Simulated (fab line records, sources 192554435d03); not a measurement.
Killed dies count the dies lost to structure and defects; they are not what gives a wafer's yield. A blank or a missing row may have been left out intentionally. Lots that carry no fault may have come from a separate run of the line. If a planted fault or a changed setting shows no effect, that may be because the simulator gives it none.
Split-lot experiment	flow n5 finfet	21 wafers read from 7 lots, route of 1938 steps

## THE SPLIT ITSELF
At N5_BEOL_M9_HM_DEP_02 (deposits TiN, target thk 20 nm), the setting target thk a was moved away from the recipe's 200 angstrom on 10 of the 21 wafers read, by -10.4% to +8.5%. For the rest of the wafers, this setting stayed at what the recipe calls for.

## FROM THE SPLIT TO THE READING: what the file shows between them, 9 steps
- N5_BEOL_M9_DESCUM_16: chemistry O2, time 7.9 s (also split here: time s)
- N5_BEOL_M9_ETCH_61: etches SiARC in CF4, target depth 39 nm, time 65 s
- N5_BEOL_M9_ETCH_62: etches SOC in N2/H2, target depth 110 nm, overetch 22 nm, time 165 s
- N5_BEOL_M9_STRIP_68: strips in N2/H2
- N5_BEOL_M9_STRIP_67: strips in CF4
- N5_BEOL_M9_HM_OPEN_17: chemistry Cl2/BCl3, target TiN, target depth 20 nm, overetch 6 nm
- N5_BEOL_M9_STRIP_19: strips in O2
- N5_BEOL_M9_STRIP_73: strips in C4F6/O2
- N5_BEOL_M9_STRIP_36: strips in N2/H2

## THE READING
TiN_of_BEOL_M9_HM_DEP_02.thk nm (the simulator's own value, which no gauge read), in nm, at N5_BEOL_M9_TRENCH_ETCH_37 (etches SiCOH lowk in C4F6/O2, target depth 151.43 nm, time 49 s). No usual value for it is given in the file. The 11 wafers here that ran the recipe average 15.9 nm, standard deviation 0.31 nm.

wafer	tool, chamber at the split	target thk a as run, angstrom	against the recipe	TiN_of_BEOL_M9_HM_DEP_02.thk nm, nm	against lot-mates on the recipe
L077.2	pvd sputter-02, -	209.4	+4.7%	17	+0.9
L077.3	pvd sputter-02, -	200	recipe	16	-
L077.5	pvd sputter-02, -	200	recipe	16.2	-
L078.2	pvd sputter-02, -	185.6	-7.2%	14.2	no lot-mate on the recipe
L078.3	pvd sputter-02, -	185.6	-7.2%	13.6	no lot-mate on the recipe
L078.5	pvd sputter-02, -	185.6	-7.2%	14	no lot-mate on the recipe
L080.2	pvd sputter-02, -	214.4	+7.2%	17.2	+1.0
L080.3	pvd sputter-02, -	214.4	+7.2%	17	+0.8
L080.4	pvd sputter-02, -	200	recipe	16.2	-
L079.3	pvd sputter-01, -	200	recipe	15.6	-
L079.4	pvd sputter-01, -	200	recipe	16	-
L079.6	pvd sputter-01, -	200	recipe	16.2	-
L086.1	pvd sputter-01, -	200	recipe	16	-
L086.2	pvd sputter-01, -	208	+4.0%	16.6	+0.7
L086.3	pvd sputter-01, -	200	recipe	15.8	-
L090.3	pvd sputter-02, -	200	recipe	16.2	-
L090.5	pvd sputter-02, -	217.1	+8.5%	17.6	+1.4
L090.6	pvd sputter-02, -	217.1	+8.5%	17.4	+1.2
L091.1	pvd sputter-03, -	200	recipe	15.2	-
L091.4	pvd sputter-03, -	200	recipe	15.6	-
L091.6	pvd sputter-03, -	179.2	-10.4%	13.2	-2.2

FIT RESULTS
A straight line over all 21 wafers: TiN_of_BEOL_M9_HM_DEP_02.thk nm changes by +0.225 nm for each +1% of target thk a; r = +0.97; the points scatter about the line by 0.32 nm.
The same after taking each lot's own level away (the mean of its wafers on the recipe; 18 wafers): +0.17 nm for each +1%; r = +0.97; scatter 0.21 nm.
According to that fit, moving target thk a by its largest amount changes the reading by 1.8 nm.
Measured against the standard deviation above, the lots' own levels, which go from 15.40 to 16.20 nm, span 2.6 times it.
Hence the slope depends on the lot-to-lot level, as the two fits are not the same.
Check: with one of the wafers moved furthest among these (-10.4%) left out of the fit, the line predicts -1.5 nm for it against its lot-mates. It came out at -2.2 nm against them.

## THE OTHER SPLITS THESE WAFERS WENT THROUGH
These wafers also went through other splits before the reading. Each is held against what the fit with the lots' levels taken away leaves over:
other split on the same wafers	wafers away from the commonest value	r with TiN_of_BEOL_M9_HM_DEP_02.thk nm (lot level and that fit taken away)
N5_BEOL_M8_ETCH_61 bias w	4	+0.20
N5_BEOL_M8_ETCH_62 source w	6	-0.11
N5_BEOL_M9_DESCUM_16 time s	5	+0.03

## THE WHOLE CHAIN: every reading that the file lists as answering this split, in the file's order
step	what it does	reading	change (the file's fit)	r (the file's)
N5_BEOL_M9_HM_DEP_02	deposits TiN, target thk 20 nm	TiN_of_BEOL_M9_HM_DEP_02.thk nm (the simulator's own value, which no gauge read)	+0.198 nm for each +1% of the setting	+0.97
N5_BEOL_M9_HM_OPEN_17	chemistry Cl2/BCl3, target TiN, target depth 20 nm, overetch 6 nm	etch.depth nm (the simulator's own value, which no gauge read)	+0.193 nm for each +1% of the setting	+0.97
N5_BEOL_M9_TRENCH_ETCH_37	etches SiCOH lowk in C4F6/O2, target depth 151.43 nm, time 49 s	TiN_of_BEOL_M9_HM_DEP_02.thk nm (the simulator's own value, which no gauge read)	+0.175 nm for each +1% of the setting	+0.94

## THE FILE'S OWN FIT
TiN_of_BEOL_M9_HM_DEP_02.thk nm changes by +0.175 nm for each +1% of target thk a, r = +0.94.
